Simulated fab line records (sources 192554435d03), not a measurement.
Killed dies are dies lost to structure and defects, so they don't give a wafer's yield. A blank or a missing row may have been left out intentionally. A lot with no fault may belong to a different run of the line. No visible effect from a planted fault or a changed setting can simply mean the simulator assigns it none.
Matching of chambers ; flow n5-finfet ; 4 sister chambers for N5_BEOL_M6_STRIP_36 on rie-diel-03
The step strips in N2/H2. 16 wafers are shown with their chamber, then 8 later ones without.

## EACH WAFER AND ITS CHAMBER
wafer;chamber;drypump-motor-current-A (A);throttle-valve-pct (%);showerhead-plenum-p-Torr (Torr)
L075.1;3;5.9;23.3;2.43
L075.3;2;5.0;24.2;2.58
L075.4;1;5.5;23.7;2.62
L076.1;0;5.2;23.4;2.58
L076.3;1;5.5;23.7;2.62
L076.6;0;5.2;23.4;2.58
L083.1;2;5.0;24.2;2.58
L083.5;3;5.9;23.3;2.43
L083.6;2;5.0;24.2;2.58
L082.1;3;5.9;23.3;2.43
L082.3;0;5.2;23.4;2.57
L082.5;2;5.0;24.2;2.57
L084.2;1;5.5;23.7;2.62
L084.3;0;5.2;23.4;2.57
L084.5;0;5.2;23.4;2.57
L086.1;3;6.0;23.4;2.42

SIGNATURES (averages over the wafers above)
reading;chamber 0;chamber 1;chamber 2;chamber 3;scatter within a chamber
drypump-motor-current-A;5.200;5.500;5.000;5.925;0.025
throttle-valve-pct;23.400;23.700;24.200;23.325;0.025
showerhead-plenum-p-Torr;2.5740;2.6200;2.5775;2.4275;0.00474
Rule: for each reading, subtract the chamber's mean from the wafer's reading, divide by that reading's scatter and square the result; add these up over the readings and take the root, which gives the wafer's distance from the chamber. The wafer belongs to the nearest chamber; if the next one is less than 2 further off, it can't be placed. The scatter: take each reading less its chamber's mean, square it, sum over the shown wafers, divide by the number of wafers less the number of chambers, and take the root.

## WAFERS MISSING THEIR CHAMBER
wafer;drypump-motor-current-A (A);throttle-valve-pct (%);showerhead-plenum-p-Torr (Torr)
L086.3;5.0;24.3;2.57
L086.4;5.2;23.4;2.57
L088.1;5.9;23.3;2.42
L088.4;5.2;23.4;2.57
L088.5;5.5;23.7;2.61
L096.1;5.9;23.4;2.41
L096.5;5.2;23.4;2.56
L096.6;6.0;23.4;2.41

## WHICH CHAMBER EACH WENT THROUGH
wafer;from the rows above;in truth
L086.3;2;2
L086.4;0;0
L088.1;3;3
L088.4;0;0
L088.5;1;1
L096.1;3;3
L096.5;0;0
L096.6;3;3
Correctly placed: 8 of 8. Not placeable from these rows: 0. Placed wrongly: 0.
